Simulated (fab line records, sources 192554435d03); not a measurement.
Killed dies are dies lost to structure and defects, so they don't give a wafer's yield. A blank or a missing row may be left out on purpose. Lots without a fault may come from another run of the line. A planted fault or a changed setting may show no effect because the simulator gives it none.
Which tool did it? | flow n5_finfet | 24 lots, 72 wafers sampled, at 5 steps of a route of 1938

WHAT THE GAUGES READ, wafer by wafer
N5_BEOL_M6_CD_MEAS_28: target cd 40 nm.
lot  | measured     | on        | cd_nm (nm)
L075 | day 8 13:09  | cd_sem-02 | 40.16 40.41 39.80
L074 | day 9 04:10  | cd_sem-01 | 39.74 39.95 39.77
L076 | day 9 05:19  | cd_sem-03 | 39.75 40.38 40.08
L077 | day 9 05:58  | cd_sem-01 | 39.95 39.78 39.85
L078 | day 9 17:22  | cd_sem-03 | 40.05 39.64 39.95
L079 | day 9 19:56  | cd_sem-02 | 39.80 39.94 39.95
L080 | day 10 04:18 | cd_sem-03 | 40.21 39.94 40.28
L081 | day 10 09:07 | cd_sem-02 | 39.84 40.18 40.39
L082 | day 10 09:10 | cd_sem-01 | 40.17 40.21 40.50
L083 | day 10 14:17 | cd_sem-02 | 39.80 40.09 39.83
L084 | day 11 03:11 | cd_sem-01 | 39.86 40.16 39.91
L085 | day 11 08:47 | cd_sem-03 | 40.48 39.96 40.13
L086 | day 11 17:49 | cd_sem-01 | 40.27 40.15 40.30
L087 | day 12 16:02 | cd_sem-01 | 40.03 40.41 40.05
L088 | day 12 20:05 | cd_sem-01 | 39.83 39.82 39.97
L089 | day 12 20:02 | cd_sem-02 | 40.10 40.22 39.80
L090 | day 12 23:50 | cd_sem-02 | 40.22 40.79 39.68
L091 | day 13 02:26 | cd_sem-02 | 40.17 39.98 40.00
L093 | day 13 13:26 | cd_sem-02 | 39.80 40.05 39.96
L094 | day 13 18:41 | cd_sem-02 | 39.93 39.81 39.73
L092 | day 13 19:13 | cd_sem-01 | 39.97 40.11 39.79
L095 | day 14 02:20 | cd_sem-03 | 39.87 39.92 39.86
L096 | day 14 10:40 | cd_sem-03 | 40.50 40.28 40.06
L097 | day 14 12:53 | cd_sem-02 | 39.63 40.16 39.92

N5_BEOL_M7_THK_MEAS_01.
lot  | measured     | on            | M7_ILD_THK (nm)
L075 | day 8 16:49  | film_metro-01 | 153.2 157.1 156.4
L074 | day 9 08:34  | film_metro-02 | 155.5 159.2 158.3
L076 | day 9 10:26  | film_metro-02 | 154.0 155.5 156.8
L077 | day 9 10:40  | film_metro-02 | 152.1 155.5 152.1
L078 | day 9 22:16  | film_metro-01 | 152.8 156.8 156.9
L079 | day 10 00:08 | film_metro-02 | 155.8 155.6 155.9
L080 | day 10 08:24 | film_metro-02 | 154.8 154.2 154.9
L081 | day 10 12:53 | film_metro-02 | 153.9 159.7 156.5
L082 | day 10 13:41 | film_metro-01 | 153.6 153.8 157.2
L083 | day 10 18:14 | film_metro-01 | 153.7 155.0 154.5
L084 | day 11 07:11 | film_metro-01 | 154.1 154.6 155.1
L085 | day 11 13:08 | film_metro-02 | 155.3 157.1 153.6
L086 | day 11 21:59 | film_metro-01 | 153.2 157.4 155.8
L087 | day 12 20:01 | film_metro-01 | 152.2 156.9 153.2
L088 | day 13 00:44 | film_metro-01 | 152.2 154.8 156.3
L089 | day 13 00:32 | film_metro-01 | 151.6 153.6 158.2
L090 | day 13 05:02 | film_metro-01 | 153.9 154.9 154.1
L091 | day 13 07:57 | film_metro-01 | 153.6 157.4 157.6
L093 | day 13 17:17 | film_metro-01 | 155.0 152.8 154.5
L094 | day 13 23:33 | film_metro-01 | 155.2 159.1 156.6
L092 | day 13 23:54 | film_metro-01 | 156.5 154.8 157.7
L095 | day 14 06:07 | film_metro-01 | 151.3 153.5 157.0
L096 | day 14 14:53 | film_metro-02 | 155.3 154.0 154.6
L097 | day 14 18:14 | film_metro-01 | 155.6 152.1 157.7

WHICH TOOL RAN EACH LOT (tool, then ch and the chambers of the sampled wafers, then the start)
lot  | N5_BEOL_M6_HM_DEP_02         | N5_BEOL_M6_STRIP_36                | N5_BEOL_M6_DEGAS_44
L075 | pvd_sputter-01, day 8 09:11  | rie_diel-06 ch 1,3, day 8 13:38    | pvd_sputter-01, day 8 14:22
L074 | pvd_sputter-01, day 9 02:47  | rie_diel-02 ch 2,3, day 9 05:10    | pvd_sputter-02, day 9 06:25
L076 | pvd_sputter-03, day 9 02:47  | rie_diel-05 ch 1,2, day 9 06:16    | pvd_sputter-03, day 9 06:58
L077 | pvd_sputter-01, day 9 03:49  | rie_diel-02 ch 1,2,3, day 9 07:11  | pvd_sputter-03, day 9 07:54
L078 | pvd_sputter-02, day 9 15:11  | rie_diel-05 ch 0,1, day 9 17:44    | pvd_sputter-02, day 9 18:28
L079 | pvd_sputter-02, day 9 17:34  | rie_diel-02 ch 0,1, day 9 20:58    | pvd_sputter-01, day 9 21:44
L080 | pvd_sputter-02, day 10 00:49 | rie_diel-05 ch 1,3, day 10 05:16   | pvd_sputter-01, day 10 05:59
L081 | pvd_sputter-03, day 10 07:07 | rie_diel-02 ch 0,2,3, day 10 09:28 | pvd_sputter-02, day 10 10:14
L082 | pvd_sputter-03, day 10 07:13 | rie_diel-02 ch 2,3, day 10 09:57   | pvd_sputter-02, day 10 10:42
L083 | pvd_sputter-01, day 10 12:52 | rie_diel-06 ch 2,3, day 10 14:38   | pvd_sputter-03, day 10 15:54
L084 | pvd_sputter-01, day 11 00:56 | rie_diel-05 ch 2,3, day 11 03:33   | pvd_sputter-02, day 11 04:19
L085 | pvd_sputter-02, day 11 06:35 | rie_diel-02 ch 0,1,2, day 11 09:08 | pvd_sputter-03, day 11 10:13
L086 | pvd_sputter-01, day 11 15:19 | rie_diel-02 ch 0,2,3, day 11 18:11 | pvd_sputter-02, day 11 19:26
L087 | pvd_sputter-02, day 12 13:00 | rie_diel-05 ch 0,1, day 12 16:23   | pvd_sputter-01, day 12 17:42
L088 | pvd_sputter-01, day 12 16:38 | rie_diel-06 ch 0,3, day 12 20:26   | pvd_sputter-02, day 12 21:13
L089 | pvd_sputter-02, day 12 18:14 | rie_diel-02 ch 0,3, day 12 20:23   | pvd_sputter-03, day 12 21:12
L090 | pvd_sputter-03, day 12 21:01 | rie_diel-06 ch 0,1,3, day 13 00:19 | pvd_sputter-03, day 13 01:05
L091 | pvd_sputter-01, day 13 00:14 | rie_diel-02 ch 1,2, day 13 02:47   | pvd_sputter-03, day 13 04:14
L093 | pvd_sputter-02, day 13 11:51 | rie_diel-05 ch 0,1,3, day 13 13:48 | pvd_sputter-01, day 13 14:55
L094 | pvd_sputter-01, day 13 14:43 | rie_diel-02 ch 1,2, day 13 19:07   | pvd_sputter-03, day 13 20:24
L092 | pvd_sputter-01, day 13 17:51 | rie_diel-02 ch 1,2, day 13 19:40   | pvd_sputter-03, day 13 20:34
L095 | pvd_sputter-02, day 13 22:38 | rie_diel-05 ch 0,1,3, day 14 02:41 | pvd_sputter-02, day 14 03:39
L096 | pvd_sputter-02, day 14 07:46 | rie_diel-06 ch 1,2,3, day 14 11:01 | pvd_sputter-01, day 14 11:46
L097 | pvd_sputter-01, day 14 11:25 | rie_diel-06 ch 0,1,2, day 14 13:28 | pvd_sputter-03, day 14 14:19
- N5_BEOL_M6_HM_DEP_02: deposits TiN, target thk 20 nm.
- N5_BEOL_M6_STRIP_36: strips in N2/H2.
- N5_BEOL_M6_DEGAS_44: time 60 s.

WHAT THE TOOLS THEMSELVES READ (means of the sampled wafers that have a number; where no wafer has one, the mark that the record gives instead)
N5_BEOL_M6_HM_DEP_02.
lot  | tool           | throttle_valve_pct (%)
L075 | pvd_sputter-01 | 30.9
L074 | pvd_sputter-01 | 29.4
L076 | pvd_sputter-03 | 30.2
L077 | pvd_sputter-01 | 31.0
L078 | pvd_sputter-02 | 29.5
L079 | pvd_sputter-02 | 29.5
L080 | pvd_sputter-02 | 29.5
L081 | pvd_sputter-03 | 30.5
L082 | pvd_sputter-03 | 30.3
L083 | pvd_sputter-01 | 29.9
L084 | pvd_sputter-01 | 29.4
L085 | pvd_sputter-02 | 29.5
L086 | pvd_sputter-01 | 29.7
L087 | pvd_sputter-02 | 28.7
L088 | pvd_sputter-01 | 29.9
L089 | pvd_sputter-02 | 28.9
L090 | pvd_sputter-03 | 30.1
L091 | pvd_sputter-01 | 30.8
L093 | pvd_sputter-02 | 28.6
L094 | pvd_sputter-01 | 29.9
L092 | pvd_sputter-01 | 30.9
L095 | pvd_sputter-02 | 29.5
L096 | pvd_sputter-02 | 28.6
L097 | pvd_sputter-01 | 30.4

N5_BEOL_M6_STRIP_36.
lot  | tool        | drypump_motor_current_A (A) | h2_flow_sccm (sccm) | oes_product_au (a.u.) | rf_vpp_V (V) | showerhead_plenum_p_Torr (Torr) | throttle_valve_pct (%)
L075 | rie_diel-06 | 6.1                         | 200.0               | 0.68                  | 57.8         | 2.56                            | 23.5
L074 | rie_diel-02 | 5.6                         | 199.5               | 0.83                  | 59.0         | 2.60                            | 23.3
L076 | rie_diel-05 | 5.1                         | 200.3               | 0.88                  | 58.8         | 2.50                            | 23.0
L077 | rie_diel-02 | 5.7                         | 200.5               | 0.79                  | 59.1         | 2.62                            | 23.4
L078 | rie_diel-05 | 4.9                         | 199.7               | 0.86                  | 57.6         | 2.47                            | 23.1
L079 | rie_diel-02 | 6.0                         | 200.7               | 0.73                  | 60.3         | 2.56                            | 23.6
L080 | rie_diel-05 | 5.2                         | 200.2               | 0.94                  | 58.5         | 2.50                            | 23.2
L081 | rie_diel-02 | 5.6                         | 200.2               | 0.82                  | 58.8         | 2.56                            | 23.2
L082 | rie_diel-02 | 5.5                         | 200.7               | 0.84                  | 59.1         | 2.64                            | 23.2
L083 | rie_diel-06 | 6.6                         | 199.8               | 0.69                  | 59.4         | 2.52                            | 23.8
L084 | rie_diel-05 | 5.5                         | 200.1               | 0.82                  | 60.9         | 2.53                            | 23.5
L085 | rie_diel-02 | 5.7                         | 199.3               | 0.78                  | 57.5         | 2.58                            | 23.3
L086 | rie_diel-02 | 5.6                         | 200.8               | 0.80                  | 59.2         | 2.56                            | 23.2
L087 | rie_diel-05 | 4.9                         | 199.7               | 0.82                  | 59.4         | 2.46                            | 23.1
L088 | rie_diel-06 | 5.5                         | 200.7               | 0.79                  | 59.9         | 2.65                            | 23.3
L089 | rie_diel-02 | 5.7                         | 199.5               | 0.78                  | 59.0         | 2.48                            | 23.2
L090 | rie_diel-06 | 5.6                         | 199.9               | 0.81                  | 58.9         | 2.58                            | 23.4
L091 | rie_diel-02 | 5.5                         | 200.1               | 0.87                  | 61.2         | 2.65                            | 23.3
L093 | rie_diel-05 | 5.2                         | 199.9               | 0.84                  | 59.3         | 2.47                            | 23.3
L094 | rie_diel-02 | 5.8                         | 199.6               | 0.89                  | 60.2         | 2.62                            | 23.5
L092 | rie_diel-02 | 5.8                         | 200.1               | 0.89                  | 59.9         | 2.62                            | 23.5
L095 | rie_diel-05 | 5.2                         | 199.7               | 0.82                  | 59.1         | 2.46                            | 23.3
L096 | rie_diel-06 | 6.0                         | 200.7               | 0.94                  | 59.9         | 2.59                            | 23.5
L097 | rie_diel-06 | 5.5                         | 199.9               | 0.88                  | 61.0         | 2.62                            | 23.5

N5_BEOL_M6_DEGAS_44.
lot  | tool           | heater_power_w (W)
L075 | pvd_sputter-01 | 335
L074 | pvd_sputter-02 | 350
L076 | pvd_sputter-03 | 353
L077 | pvd_sputter-03 | 345
L078 | pvd_sputter-02 | 348
L079 | pvd_sputter-01 | 367
L080 | pvd_sputter-01 | 334
L081 | pvd_sputter-02 | 339
L082 | pvd_sputter-02 | 341
L083 | pvd_sputter-03 | 347
L084 | pvd_sputter-02 | 340
L085 | pvd_sputter-03 | 344
L086 | pvd_sputter-02 | 351
L087 | pvd_sputter-01 | 348
L088 | pvd_sputter-02 | 351
L089 | pvd_sputter-03 | 360
L090 | pvd_sputter-03 | 348
L091 | pvd_sputter-03 | 357
L093 | pvd_sputter-01 | 354
L094 | pvd_sputter-03 | 356
L092 | pvd_sputter-03 | 345
L095 | pvd_sputter-02 | 339
L096 | pvd_sputter-01 | 356
L097 | pvd_sputter-03 | 350

THE ANSWER, worked out from the rows above alone
Rule: what is usual is taken from the lots themselves. Put in order of their means at a reading, lots are off if they are a third of the lots or fewer, leave a main group of 4 or more, and stand apart from it by a gap of 3 or more times the standard deviation of the main group's means; of several such gaps the widest counts. A main group whose means are all the same, to the digits that the tables above print for the reading, isn't used. A lot without any number at a reading at which 4 lots or more have one is off too. The other lots that the step has rows for count as sound. The gauges are gone through in route order, then the tools' own readings, and for those a lot's mean is taken as printed above. The first step at which some lot is off is used, and at that step the reading that is off furthest; a lot without a number counts as furthest.
No lot is off at any reading shown: from this, nothing can be told.

WHAT THE SIMULATOR HAD PUT IN
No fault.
